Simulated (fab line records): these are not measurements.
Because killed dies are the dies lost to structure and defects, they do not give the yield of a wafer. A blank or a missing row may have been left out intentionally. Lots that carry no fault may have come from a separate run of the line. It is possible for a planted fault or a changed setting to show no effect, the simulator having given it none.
fab line records	flow nand-harc
record: lots: 12	wafers: 36	last-day: 24
route steps=1159 shown P_M1@312 P_M2@332 END@1159
lots with no fault: from the same line, run without faults
start-h: start of the lot's first displayed wafer, in hours after the record's first day	wait-h: hours elapsed since this lot's preceding step	" the same as in the row above	L1.1+2: a single row standing in for several wafers	- no value, or no start given	* or withheld: withheld	< > ~ a bound
route shown NAME@n: NAME is a module with steps in the file, n the number in the route of the first one	usual: average and standard deviation across the fault-free wafers	same: alike in all rows	chamber/n: place in a boat	sites: readings site by site	_std_site: the values' standard deviation	_edge_site: mean of outer sites minus mean of inner sites	radius-mm: for every site, how far away it sits from the centre of the wafer	mask NAME#n: copy n	behind: the tool/chamber that last shaped the wafer	hold: the reason the lot was held/the length of the hold in hours/how it ended	device: the transistor (n, p or np) that didn't switch	end of line: tests of these same wafers at the route's end	where a step has no rows: the recipe by itself	killed: at the first sort, the dies lost to defects and structure; wafer yield is something else	map: dies across one wafer; x = killed, . = not, _ = none there
set.NAME: the setting that was run; set.NAME@STEP: the one run at that earlier step	model.NAME: the simulator's own value behind a step, which no gauge read
a sample of lots followed through the steps of the route, with each step as a table and each wafer as a row
services: a tool's chamber out of use, with start hour (start-h, from the record's first day; less than 0 if before it), hours out, and reason
== steps ==
step: NHARC_P_M1_THK_MEAS_24
recipe: thk-meas-gauge: xrf
usual: thk-nm: 157.3/1.6
lot.wafer	tool	chamber	start-h	wait-h	thk-nm
L554.2	film-metro-01	-	126.17	-	158.6
L554.3	"	-	"	"	160.1
L554.6	"	-	"	"	153.9
L553.1	film-metro-02	-	126.65	-	156.4
L553.3	"	-	"	"	157.3
L553.6	"	-	"	"	157.0
L556.1	film-metro-02	-	137.38	-	159.4
L556.5	"	-	"	"	156.5
L556.6	"	-	"	"	158.3
L558.1	film-metro-02	-	153.28	-	155.3
L558.4	"	-	"	"	154.4
L558.6	"	-	"	"	157.2
L559.2	film-metro-01	-	159.21	-	157.4
L559.4	"	-	"	"	159.2
L559.6	"	-	"	"	158.4
L561.1	film-metro-01	-	171.34	-	154.8
L561.2	"	-	"	"	156.7
L561.4	"	-	"	"	158.1
L562.1	film-metro-01	-	175.05	-	158.5
L562.3	"	-	"	"	157.0
L562.6	"	-	"	"	160.9
L566.1	film-metro-01	-	196.10	-	157.9
L566.2	"	-	"	"	157.4
L566.6	"	-	"	"	157.4
L565.1	film-metro-02	-	203.08	-	156.5
L565.4	"	-	"	"	158.1
L565.6	"	-	"	"	159.5
L568.1	film-metro-02	-	211.92	-	157.5
L568.2	"	-	"	"	155.8
L568.5	"	-	"	"	157.1
L569.1	film-metro-01	-	223.81	-	155.8
L569.2	"	-	"	"	156.7
L569.4	"	-	"	"	157.4
L570.1	film-metro-02	-	227.67	-	157.8
L570.3	"	-	"	"	157.2
L570.4	"	-	"	"	158.9
step: NHARC_P_M2_ETCH_35
recipe: target-depth-a: 400	overetch-a: 120	time-s: 43.94	ion-energy-ev: 200	n2-flow-sccm: 150	h2-flow-sccm: 150	ar-flow-sccm: 0	rf-w: 400	bias-w: 150	chemistry: N2/H2
usual: drypump-motor-current-A: 5.6/0.64	oes-product-au: 1.000/0.009	rf-vpp-V: 431.9/2.4	run-length-s: 65.3/0.35	showerhead-plenum-p-Torr: 2.09/0.081	throttle-valve-pct: 14.171/0.0092
lot.wafer	tool	chamber	start-h	wait-h	drypump-motor-current-A	oes-product-au	rf-hours-counter-h	rf-vpp-V	run-length-s	showerhead-plenum-p-Torr	throttle-valve-pct
L554.2	rie-diel-03	3	127.99	0.1	5.2	1.004	3	433.4	65.4	2.16	14.159
L554.3	"	2	"	"	5.0	0.988	3	428.9	65.5	1.98	14.161
L554.6	"	3	"	"	5.2	1.003	-	432.4	64.9	2.16	14.190
L553.1	rie-diel-04	0	128.46	0.1	5.8	0.997	1	432.4	65.8	2.10	14.152
L553.3	"	3	"	"	5.1	0.991	1	427.5	65.8	1.95	14.180
L553.6	"	1	"	"	5.4	0.995	-	434.7	65.2	2.19	14.160
L556.1	rie-diel-04	3	139.39	0.1	5.1	1.006	3	428.5	65.5	1.95	14.173
L556.5	"	1	"	"	5.5	0.986	-	434.3	65.0	2.19	14.176
L556.6	"	2	"	"	5.8	1.001	-	430.2	64.8	2.02	14.173
L558.4	rie-diel-04	1	155.50	0.1	5.4	1.002	4	434.8	64.9	2.19	14.177
L558.1	"	3	"	"	5.1	0.994	5	427.4	65.8	1.95	14.174
L558.6	"	2	"	"	5.8	1.006	-	430.1	65.4	2.02	14.171
L559.2	rie-diel-06	2	161.18	0.1	6.4	0.994	34	431.9	65.2	2.10	14.182
L559.4	"	0	"	"	5.9	1.003	33	431.6	65.2	2.10	14.169
L559.6	"	2	"	"	6.5	0.992	-	433.6	65.3	2.10	14.185
L561.1	rie-diel-03	0	173.43	0.1	6.6	0.989	5	435.4	65.1	2.16	14.184
L561.2	"	2	"	"	5.0	0.986	5	427.8	65.6	1.98	14.169
L561.4	"	3	"	"	5.2	1.022	5	432.9	65.1	2.15	14.158
L562.3	rie-diel-03	1	177.01	0.1	4.8	1.007	5	431.5	65.2	2.12	14.183
L562.1	"	2	"	"	5.0	0.996	5	429.3	65.7	1.98	14.178
L562.6	"	0	"	"	6.5	0.989	-	433.6	65.1	2.16	14.174
L566.2	rie-diel-03	0	197.94	0.1	6.5	1.007	6	435.2	65.0	2.16	14.184
L566.1	"	1	"	"	4.8	1.007	6	433.3	65.3	2.12	14.176
L566.6	"	0	"	"	6.6	0.998	-	433.6	65.1	2.16	14.182
L565.4	rie-diel-03	3	204.79	0.1	5.2	1.019	6	432.8	65.5	2.15	14.178
L565.1	"	1	"	"	4.8	1.000	6	432.8	64.9	2.12	14.171
L565.6	"	3	"	"	5.2	1.017	-	432.6	64.9	2.15	14.171
L568.2	rie-diel-03	3	213.76	0.1	5.3	1.022	6	434.0	65.4	2.15	14.173
L568.1	"	0	"	"	6.5	1.001	6	433.9	65.1	2.16	14.178
L568.5	"	1	"	"	4.8	0.996	-	433.9	53.6	2.12	14.174
L569.2	rie-diel-03	0	225.51	0.1	6.5	1.002	0	433.9	64.9	2.16	14.171
L569.1	"	1	"	"	4.8	1.007	0	432.9	53.7	2.12	14.156
L569.4	"	2	"	"	5.1	0.997	0	427.9	65.5	1.98	14.171
L570.4	rie-diel-03	1	229.54	0.1	4.9	1.005	0	433.4	53.4	2.12	14.153
L570.1	"	2	"	"	5.1	0.986	0	428.3	65.6	1.98	14.158
L570.3	"	3	"	"	5.2	1.001	0	432.4	65.0	2.15	14.166
step: NHARC_P_M2_PRE_CLEAN_30
recipe: time-s: 30	temp-c: 280	gas: H2/He
usual: heater-power-w: 411/35
lot.wafer	tool	chamber	start-h	wait-h	heater-power-w
L554.2	pvd-sputter-02	-	-	-	426
L554.3	"	-	"	"	378
L554.6	"	-	"	"	429
L553.1	pvd-sputter-03	-	-	-	395
L553.3	"	-	"	"	419
L553.6	"	-	"	"	446
L556.1	pvd-sputter-02	-	-	-	379
L556.5	"	-	"	"	417
L556.6	"	-	"	"	380
L558.4	pvd-sputter-02	-	-	-	421
L558.1	"	-	"	"	386
L558.6	"	-	"	"	411
L559.2	pvd-sputter-02	-	-	-	441
L559.4	"	-	"	"	371
L559.6	"	-	"	"	457
L561.2	pvd-sputter-03	-	-	-	441
L561.1	"	-	"	"	344
L561.4	"	-	"	"	432
L562.3	pvd-sputter-03	-	-	-	439
L562.1	"	-	"	"	408
L562.6	"	-	"	"	336
L566.2	pvd-sputter-02	-	-	-	412
L566.1	"	-	"	"	389
L566.6	"	-	"	"	372
L565.4	pvd-sputter-01	-	-	-	459
L565.1	"	-	"	"	400
L565.6	"	-	"	"	476
L568.1	pvd-sputter-01	-	-	-	390
L568.2	"	-	"	"	438
L568.5	"	-	"	"	469
L569.1	pvd-sputter-03	-	-	-	407
L569.2	"	-	"	"	328
L569.4	"	-	"	"	437
L570.1	pvd-sputter-03	-	-	-	444
L570.4	"	-	"	"	340
L570.3	"	-	"	"	437
step: NHARC_P_M2_ANNEAL_31
recipe: temp-c: 225	time-s: 90
usual: wafer_temp_C_max: 226.05/0.28
lot.wafer	tool	chamber	start-h	wait-h	wafer_temp_C_max
L554.2	rtp-anneal-01	0	129.72	0.3	226.29
L554.3	"	0	"	"	226.01
L554.6	"	0	"	"	226.84
L553.1	rtp-anneal-02	0	130.14	0.3	225.80
L553.3	"	0	"	"	225.94
L553.6	"	0	"	"	226.13
L556.1	rtp-anneal-02	0	141.07	-	226.02
L556.5	"	0	"	"	225.86
L556.6	"	0	"	"	225.61
L558.1	rtp-anneal-01	0	157.17	0.3	226.19
L558.4	"	0	"	"	226.38
L558.6	"	0	"	"	226.20
L559.2	rtp-anneal-01	0	162.91	0.4	226.15
L559.4	"	0	"	"	226.06
L559.6	"	0	"	"	226.45
L561.1	rtp-anneal-02	0	175.24	-	225.76
L561.2	"	0	"	"	226.04
L561.4	"	0	"	"	225.94
L562.1	rtp-anneal-01	0	178.67	-	226.14
L562.3	"	0	"	"	226.11
L562.6	"	0	"	"	226.52
L566.1	rtp-anneal-02	0	199.85	-	225.81
L566.2	"	0	"	"	225.98
L566.6	"	0	"	"	225.71
L565.1	rtp-anneal-01	0	206.44	-	226.30
L565.4	"	0	"	"	226.01
L565.6	"	0	"	"	226.07
L568.1	rtp-anneal-02	0	215.46	0.3	225.67
L568.2	"	0	"	"	226.04
L568.5	"	0	"	"	226.12
L569.1	rtp-anneal-01	0	227.34	0.3	225.56
L569.2	"	0	"	"	226.31
L569.4	"	0	"	"	225.86
L570.1	rtp-anneal-01	0	231.24	0.3	226.25
L570.3	"	0	"	"	226.17
L570.4	"	0	"	"	226.39
step: NHARC_END_SORT_01
recipe: temp-c: 25
usual: defect-limited-yield: 95.6/1.6	killed-at-array: 26/11	killed-at-other: 0.4/0.78	killed-at-periphery: 3.4/2.4	killed-dies: 29/11	killed-open: 3.1/1.9	killed-short: 1.9/1.4	sort_bin_2_pct: 1.3/0.63	sort_bin_3_pct: 0.20/0.18	sort_bin_4_pct: 2.8/1.1	sort-n-pass: 648/11	sort-rim-yield-pct: 95/3.4	sort-yield-pct: 95.6/1.6
same: gross-dies: 677	sort_bin_5_pct[%]: 0	sort_bin_6_pct[%]: 0	sort_bin_7_pct[%]: 0	sort_bin_8_pct[%]: 0	sort-rim-n-gross: 106.00
lot.wafer	tool	chamber	start-h	wait-h	defect-limited-yield[%]	killed-at-array	killed-at-other	killed-at-periphery	killed-dies	killed-open	killed-short	sort_bin_2_pct[%]	sort_bin_3_pct[%]	sort_bin_4_pct[%]	sort-n-pass	sort-rim-yield-pct[%]	sort-yield-pct[%]
L554.2	prober-02	0	513.97	2.8	94.5	33	0	4	37	3	1	2.4	0.30	2.8	640	95	94.5
L554.3	prober-02	0	514.79	3.1	93.9	38	0	3	41	3	3	1.9	0.30	3.8	636	98	93.9
L554.6	prober-02	0	517.23	4.1	94.4	32	0	6	38	6	3	2.1	0.59	3.0	639	89	94.4
L558.1	prober-02	0	528.84	2.5	96.2	22	0	4	26	3	0	1.6	0.15	2.1	651	100	96.2
L558.4	prober-02	0	531.26	3.4	97.9	10	0	4	14	1	1	0.7	0.15	1.2	663	97	97.9
L558.6	prober-02	0	532.87	4.0	97.2	12	1	6	19	1	0	0.6	0.15	2.1	658	97	97.2
L559.2	prober-02	0	545.40	2.8	97.8	12	1	2	15	1	0	0.4	0.15	1.6	662	96	97.8
L559.4	prober-02	0	547.01	3.4	96.6	21	0	2	23	3	2	1.0	0	2.4	654	96	96.6
L559.6	prober-02	0	548.63	4.0	97.8	14	0	1	15	1	1	0.7	0.15	1.3	662	97	97.8
L568.1	prober-01	0	567.79	2.5	95.7	26	0	3	29	1	3	1.6	0.15	2.5	648	95	95.7
L568.2	prober-01	0	568.58	2.8	95.3	30	0	2	32	3	1	1.2	0	3.5	645	99	95.3
L568.5	prober-01	0	570.94	3.7	95.9	24	0	4	28	2	5	1.2	0	3.0	649	92	95.9
L565.1	prober-02	0	567.97	2.5	96.6	22	0	1	23	3	4	0.4	0.15	2.8	654	93	96.6
L565.4	prober-02	0	570.40	3.4	95.1	25	1	7	33	6	0	1.9	0	3.0	644	94	95.1
L565.6	prober-02	0	572.03	4.1	96.2	18	1	7	26	8	1	0.7	0	3.1	651	93	96.2
L569.1	prober-02	0	575.85	2.5	96.0	20	0	7	27	2	2	0.6	0.30	3.1	650	93	96.0
L569.2	prober-02	0	576.64	2.8	93.1	40	0	7	47	4	5	1.8	0.44	4.7	630	96	93.1
L569.4	prober-02	0	578.21	3.4	93.5	40	0	4	44	2	1	2.7	0.44	3.4	633	99	93.5
L570.1	prober-02	0	583.55	2.5	94.4	31	3	4	38	3	1	1.2	0.30	4.1	639	90	94.4
L570.3	prober-02	0	585.14	3.1	95.3	26	2	4	32	1	0	2.1	0.15	2.5	645	97	95.3
L570.4	prober-02	0	585.94	3.4	93.9	32	4	5	41	4	3	1.8	0.44	3.8	636	92	93.9
killed by level:class
L554.2 A_SLIT:chamber-film-flake=15 A_CHANNEL_HOLE_D1:chamber-film-flake=11 A_STAIRCASE:chamber-film-flake=2 P_GATE:geometric-particle:open=1 A_WL_FILL:geometric-particle:short=1 A_CONTACT:geometric-particle:open=1 A_M0:geometric-particle:open=1 P_STI:chamber-film-flake=1
L554.3 A_CHANNEL_HOLE_D1:chamber-film-flake=15 A_SLIT:chamber-film-flake=13 A_WL_FILL:geometric-particle:short=2 A_CONTACT:geometric-particle:open=2 A_ZERO_WELL:chamber-film-flake=2 A_CONTACT:chamber-film-flake=2 P_M0:geometric-particle:short=1 P_M2:geometric-particle:open=1
L554.6 A_CHANNEL_HOLE_D1:chamber-film-flake=11 A_SLIT:chamber-film-flake=8 A_STAIRCASE:chamber-film-flake=4 P_CONTACT:geometric-particle:open=2 A_M1:geometric-particle:open=2 P_CONTACT:geometric-particle:short=1 A_CHANNEL_FILL_D1:geometric-particle:open=1 A_WL_FILL:geometric-particle:short=1
L558.1 A_SLIT:chamber-film-flake=12 A_CHANNEL_HOLE_D1:chamber-film-flake=3 P_GATE:chamber-film-flake=2 P_CONTACT:chamber-film-flake=2 A_STAIRCASE:chamber-film-flake=2 A_CONTACT:chamber-film-flake=2 A_CHANNEL_HOLE_D1:geometric-particle:open=1 A_CONTACT:geometric-particle:open=1
L558.4 A_STAIRCASE:chamber-film-flake=4 P_GATE:chamber-film-flake=3 A_SLIT:chamber-film-flake=3 A_ONON_D1:geometric-particle:open=1 A_BLC:geometric-particle:short=1 P_CONTACT:chamber-film-flake=1 A_M1:chamber-film-flake=1
L558.6 A_STAIRCASE:chamber-film-flake=6 P_CONTACT:chamber-film-flake=4 A_SLIT:chamber-film-flake=3 P_GATE:chamber-film-flake=2 A_SGD_CUT:geometric-particle:open=1 A_ZERO_WELL:chamber-film-flake=1 A_CONTACT:chamber-film-flake=1 THIN_TSV:chamber-film-flake=1
L559.2 A_STAIRCASE:chamber-film-flake=7 A_CONTACT:chamber-film-flake=3 P_STI:chamber-film-flake=2 A_CONTACT:geometric-particle:open=1 A_CHANNEL_HOLE_D1:chamber-film-flake=1 THIN_TSV:chamber-film-flake=1
L559.4 A_STAIRCASE:chamber-film-flake=7 A_CHANNEL_HOLE_D1:chamber-film-flake=4 A_CONTACT:chamber-film-flake=3 P_STI:chamber-film-flake=2 A_ONON_D1:geometric-particle:open=1 A_CHANNEL_FILL_D1:geometric-particle:open=1 A_SGD_CUT:geometric-particle:short=1 A_CONTACT:geometric-particle:short=1
L559.6 A_STAIRCASE:chamber-film-flake=5 A_CHANNEL_HOLE_D1:chamber-film-flake=4 A_CONTACT:chamber-film-flake=3 A_CHANNEL_FILL_D1:geometric-particle:short=1 A_CONTACT:geometric-particle:open=1 P_ZERO_WELL:chamber-film-flake=1
L568.1 A_CHANNEL_HOLE_D1:chamber-film-flake=8 A_SLIT:chamber-film-flake=6 A_CONTACT:chamber-film-flake=4 A_ZERO_WELL:chamber-film-flake=2 A_WL_FILL:chamber-film-flake=2 P_M0:geometric-particle:open=1 P_M0:geometric-particle:short=1 A_SOURCE_PLATE:geometric-particle:short=1
L565.1 A_STAIRCASE:chamber-film-flake=6 A_CHANNEL_HOLE_D1:chamber-film-flake=4 A_WL_FILL:chamber-film-flake=3 A_SOURCE_PLATE:geometric-particle:open=1 A_ONON_D1:geometric-particle:short=1 A_CHANNEL_HOLE_D1:geometric-particle:short=1 A_CHANNEL_FILL_D1:geometric-particle:short=1 A_STAIRCASE:geometric-particle:short=1
L568.2 A_SLIT:chamber-film-flake=18 A_CHANNEL_HOLE_D1:chamber-film-flake=3 A_ZERO_WELL:chamber-film-flake=2 A_CHANNEL_FILL_D1:geometric-particle:open=1 A_WL_FILL:geometric-particle:short=1 A_CONTACT:geometric-particle:open=1 A_M1:geometric-particle:open=1 P_STI:chamber-film-flake=1
L565.4 A_STAIRCASE:chamber-film-flake=12 P_ZERO_WELL:chamber-film-flake=3 A_CHANNEL_HOLE_D1:chamber-film-flake=3 A_CONTACT:chamber-film-flake=3 A_CONTACT:geometric-particle:open=2 P_GATE:chamber-film-flake=2 A_WL_FILL:chamber-film-flake=2 P_CONTACT:geometric-particle:open=1
L568.5 A_SLIT:chamber-film-flake=8 A_CHANNEL_HOLE_D1:chamber-film-flake=5 A_CHANNEL_FILL_D1:geometric-particle:short=2 A_STAIRCASE:chamber-film-flake=2 A_CONTACT:chamber-film-flake=2 P_GATE:geometric-particle:open=1 P_M1:geometric-particle:short=1 A_ONON_D1:geometric-particle:short=1
L565.6 A_STAIRCASE:chamber-film-flake=7 A_CONTACT:geometric-particle:open=4 P_GATE:chamber-film-flake=2 P_M1:chamber-film-flake=2 A_CHANNEL_HOLE_D1:chamber-film-flake=2 A_CONTACT:chamber-film-flake=2 P_STI:geometric-particle:open=1 P_CONTACT:geometric-particle:open=1
L569.1 A_CONTACT:chamber-film-flake=9 A_SLIT:chamber-film-flake=4 P_GATE:chamber-film-flake=3 P_M2:chamber-film-flake=3 A_CHANNEL_FILL_D1:geometric-particle:short=2 A_CHANNEL_HOLE_D1:chamber-film-flake=2 P_GATE:geometric-particle:open=1 A_BLC:geometric-particle:open=1
L569.2 A_SLIT:chamber-film-flake=18 A_CONTACT:chamber-film-flake=11 P_M2:chamber-film-flake=3 P_ZERO_WELL:chamber-film-flake=2 A_CHANNEL_HOLE_D1:chamber-film-flake=2 A_BLC:chamber-film-flake=2 P_GATE:geometric-particle:open=1 P_M0:geometric-particle:short=1
L569.4 A_SLIT:chamber-film-flake=20 A_CONTACT:chamber-film-flake=9 A_CHANNEL_HOLE_D1:chamber-film-flake=6 A_BLC:chamber-film-flake=3 P_CONTACT:geometric-particle:open=1 A_ONON_D1:geometric-particle:short=1 A_M0:geometric-particle:open=1 P_ZERO_WELL:chamber-film-flake=1
L570.1 A_CHANNEL_HOLE_D1:chamber-film-flake=19 A_CONTACT:chamber-film-flake=4 P_M2:chamber-film-flake=3 THIN_TSV:chamber-film-flake=3 A_WL_FILL:chamber-film-flake=2 A_ONON_D1:geometric-particle:short=1 A_WL_FILL:geometric-particle:open=1 A_CONTACT:geometric-particle:open=1
L570.3 A_CHANNEL_HOLE_D1:chamber-film-flake=20 A_SLIT:chamber-film-flake=2 A_WL_FILL:chamber-film-flake=2 A_CONTACT:chamber-film-flake=2 THIN_TSV:chamber-film-flake=2 P_CONTACT:geometric-particle:open=1 P_GATE:chamber-film-flake=1 P_CONTACT:chamber-film-flake=1
L570.4 A_CHANNEL_HOLE_D1:chamber-film-flake=18 A_CONTACT:chamber-film-flake=5 THIN_TSV:chamber-film-flake=3 A_SLIT:chamber-film-flake=2 A_WL_FILL:chamber-film-flake=2 P_CONTACT:geometric-particle:open=1 P_M2:geometric-particle:short=1 A_CHANNEL_HOLE_D1:geometric-particle:open=1
== services ==
tool	chamber	start-h	hours	kind
rie-diel-04	-	112.00	9.0	pm
rie-diel-03	0	120.80	-	clean
rie-diel-03	1	120.80	-	clean
rie-diel-03	2	120.80	-	clean
rie-diel-03	3	120.80	-	clean
rie-diel-03	1	137.31	9.3	repair
pvd-sputter-03	-	140.79	10.0	pm
pvd-sputter-02	-	142.52	9.4	repair
rie-diel-03	3	142.81	4.2	repair
rie-diel-03	0	145.30	-	clean
rie-diel-03	2	145.30	-	clean
pvd-sputter-01	-	158.00	10.0	pm
rtp-anneal-02	-	162.90	3.9	repair
rie-diel-03	0	169.80	-	clean
rie-diel-03	1	169.80	-	clean
rie-diel-03	2	169.80	-	clean
rie-diel-03	3	169.80	-	clean
rie-diel-06	3	190.61	4.7	repair
rie-diel-03	0	194.30	-	clean
rie-diel-03	1	194.30	-	clean
rie-diel-06	1	199.82	13.2	repair
rie-diel-04	-	212.19	0.4	repair
pvd-sputter-02	-	214.00	10.0	pm
rie-diel-03	-	215.30	9.0	pm
== key ==
first-sign: step: NHARC_P_M2_ETCH_35	reading: run-length-s	direction: down	sigmas: 34	usual: *	struck: *
effect none on later readings
met-at NHARC_P_M2_ETCH_35
struck-lots L568,L569,L570
struck-wafers L568.5,L569.1,L570.4
not-acting-at NHARC_P_M1_THK_MEAS_24,NHARC_P_M2_PRE_CLEAN_30,NHARC_P_M2_ANNEAL_31
onset-between 204.79 213.76
fault: kind: process-parameter-drift	tool: rie-diel-03	chamber: 1	onset-h: 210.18	steps: NHARC_P_M2_ETCH_35	channel: time-s	offset: *	shape: step	end-h: 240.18	acts-in: *	stated: *
